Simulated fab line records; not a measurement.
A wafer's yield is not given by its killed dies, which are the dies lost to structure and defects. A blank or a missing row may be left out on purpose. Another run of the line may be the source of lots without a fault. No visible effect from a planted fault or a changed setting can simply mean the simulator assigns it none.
Chamber matching + flow n5Finfet + N5_BEOL_M1_VIA_ETCH_34 on rieDiel-05 has 4 sister chambers
The step etches the open film in C4F6/O2, target depth 67.8 nm, time 64.4 s. 4 wafers are shown with their chamber, then 7 later ones without.

== WAFERS PAIRED WITH THEIR CHAMBERS ==
| wafer  | chamber | drypumpMotorCurrentA (A) |
|--------|---------|--------------------------|
| L086.4 | 1       | 5.3                      |
| L091.4 | 2       | 6.2                      |
| L093.1 | 0       | 5.8                      |
| L093.3 | 3       | 6.3                      |

== WAFERS WITHOUT THEIR CHAMBER ==
| wafer  | drypumpMotorCurrentA (A) |
|--------|--------------------------|
| L093.5 | 5.3                      |
| L096.1 | 6.2                      |
| L096.2 | 6.4                      |
| L096.3 | 5.8                      |
| L094.1 | 6.2                      |
| L094.4 | 5.4                      |
| L094.5 | 5.3                      |

== WHICH CHAMBER EACH ONE RAN IN ==
| wafer  | from the rows above     | in truth |
|--------|-------------------------|----------|
| L093.5 | 1                       | 1        |
| L096.1 | can't be placed: 2 or 3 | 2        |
| L096.2 | can't be placed: 3 or 2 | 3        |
| L096.3 | 0                       | 0        |
| L094.1 | can't be placed: 2 or 3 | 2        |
| L094.4 | 1                       | 1        |
| L094.5 | 1                       | 1        |
Correctly placed: 4 of 7. Unplaceable from these rows: 3, with the true chamber sitting among the candidates in 3. Number placed wrongly: 0.
How it was worked out, from the rows above alone: a wafer's distance from a chamber is the root of the sum, over the readings, of the square of ((its reading less the chamber's mean) divided by the reading's scatter). The wafer belongs to the nearest chamber; if the next one is less than 2 further off, it can't be placed. Each chamber's mean is taken over the wafers shown for it. The scatter: with one shown wafer a chamber, the root of the mean of the squares of how far each hidden wafer lies from its nearest shown one.
